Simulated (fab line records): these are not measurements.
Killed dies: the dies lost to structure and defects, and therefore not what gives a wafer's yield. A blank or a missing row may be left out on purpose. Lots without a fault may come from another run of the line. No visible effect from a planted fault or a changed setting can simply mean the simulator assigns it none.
Struck lot and sound lot, side by side	flow n5Finfet	32 steps out of a route of 1938
Sound: these wafers, L661.2, L661.3, L661.5. Struck: wafers L660.3, L660.4, L660.5. The cause is given at the end.
For every step that has rows: the tool of each side, followed by ch and its chambers, followed by its first start. Under that, the readings that differ: sound wafers	struck wafers	difference of the means	sigmas: that difference in standard deviations of wafers without a fault.
alike: words and numbers the same on both sides, and readings whose means are apart by under 2 such deviations; not compared: readings that were withheld, readings missing a value for some wafer, numbers with overlapping values and no deviation given by the record, and bounds like >300 which may hide the same value.
A row with sigmas, a row that says differs or no value, or rows on one side alone: a step with any of these is where the two part. When numbers do not overlap yet have no deviation, they are printed without sigmas and do not part them. A reading that every wafer of one side lacks parts them only if that side has two wafers or more.

first, 10 steps without rows for these wafers: N5_SD_EPI_P_PRECLEAN_51 (cleans in NF3:NH3, afs cycles 1, time 20 s, sublimation time 60 s); N5_SD_EPI_P_VAPOR_ETCH_44 (etches SiGe30 in NF3/Ar, time 3.3 s); N5_SD_EPI_P_EPI_21 (deposits SiGe:B, time 355 s); N5_SD_EPI_P_HM_STRIP_48 (strips SiNx in H3PO4, material SiNx, target depth 3 nm); N5_SD_EPI_P_SRD_49 (time 30 s); N5_SD_EPI_P_PRECLEAN_24 (cleans in O3/DIW, time 45 s); N5_SD_EPI_P_PRECLEAN_32 (cleans in dHF, time 10 s); N5_SD_EPI_P_PRECLEAN_33 (cleans in SC2, time 45 s); N5_SD_EPI_P_SRD_25 (time 30 s); N5_SD_ACTIVATION_RTA_00 (time 0 s).
N5_SD_ACTIVATION_LSA_01: time 0.0008 s.
  sound on laserAnneal-02 ch 0, day 7 18:20; struck on laserAnneal-01 ch 0, day 7 15:38
reading	sound	struck	difference	sigmas
wafer_temp_C_max	1084.1 1084.4 1084.4	1122.9 1125.7 1123.1	+39.6	+15
N5_SD_ACTIVATION_RS_MEAS_03: the measuring method here is four-point-probe.
  sound on filmMetro-01, day 7 18:32; struck on filmMetro-02, day 7 15:49
reading	sound	struck	difference	sigmas
RS_SD_N (ohm/sq)	21.8 22.4 21.9	18.2 18.2 18.3	-3.8	-13
  alike: RS_SD_P
then, 19 steps without rows for these wafers: N5_ILD0_LINER_00 (material SiNx, target thk 4 nm, pulse time 1 s, purge time 2 s); N5_ILD0_FCVD_FILL_01 (material SiO2 flowable, target thk 200 nm, time 328.3 s); N5_ILD0_CURE_02 (time 1800 s); N5_ILD0_CMP_03 (polishes, stops on SiNx, t overpolish 1.9 s, target thk 197.38 nm); N5_ILD0_CMP_07 (polishes SiO2 flowable, stops on poly-Si, t overpolish 1.18 s, target thk 138.88 nm); N5_ILD0_PRECLEAN_10 (cleans in NF3:NH3, afs cycles 5, time 20 s, sublimation time 60 s); N5_ILD0_ALD_15 (deposits SiNx, target thk 24 nm, pulse time 1 s, ald cycles 480); N5_ILD0_CMP_12 (polishes SiNx, stops on poly-Si, t overpolish 6 s, target thk 17.67 nm); N5_SDB_HM_DEP_00 (deposits SiNx from SiH4/NH3/N2, target thk 40 nm, time 35.3 s); N5_SDB_COAT_03 (time 60 s, resist thk 100 nm); N5_SDB_COAT_04 (time 60 s, resist thk 18 nm); N5_SDB_COAT_05 (resist thk 90 nm); N5_SDB_EBR_07; N5_SDB_SOFTBAKE_06 (time 60 s); N5_SDB_EXPOSE_08 (exposes mask SDB); N5_SDB_PEB_09 (peb time 60 s); N5_SDB_DEVELOP_10 (develop time 30 s); N5_SDB_DESCUM_16 (chemistry O2, time 7.9 s); N5_SDB_ETCH_17 (etches SiARC in CF4, target depth 23.4 nm, time 39 s).
-- the record jumps here: 4 days lie between the struck wafers' starts before and after (it left off in module SDB and takes up again in module BEOL_M4, whose first step shown is number 1111 of the route) --
N5_BEOL_M4_RC_MEAS_101:
  sound on prober-02 ch 0, day 12 08:04; struck on prober-02 ch 0, day 11 22:31
reading	sound	struck	difference	sigmas
IOFF_P_LONG (nA/um)	0.000121 0.000115 0.000119	0.000219 0.000232 0.000225	+0.000107	+12
ION_P (uA/um)	472 466 472	447 450 453	-20	-3
RC_DENSE_N (ohm.um)	18.6 18.8 18.8	15.6 16.4 15.5	-2.9	-9
RC_N (ohm.um)	15.31 15.34 15.20	12.90 13.26 12.70	-2.33	-9
REXT_N (ohm.um)	76.0 76.4 75.1	68.7 69.7 67.8	-7.1	-4
RS_SD_N (ohm/sq)	28.6 29.2 28.5	24.4 24.4 24.2	-4.4	-12
  alike: DIBL_N, DIBL_P, IOFF_N, IOFF_P, ION_N, SS_N, SS_P, VT_N, VT_P

## WHERE THEY PART
First at N5_SD_ACTIVATION_LSA_01; last, within this record, at N5_BEOL_M4_RC_MEAS_101.

WHY: what the simulator had put in
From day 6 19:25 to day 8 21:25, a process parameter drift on laserAnneal-01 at N5_SD_ACTIVATION_LSA_01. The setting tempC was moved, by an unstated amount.
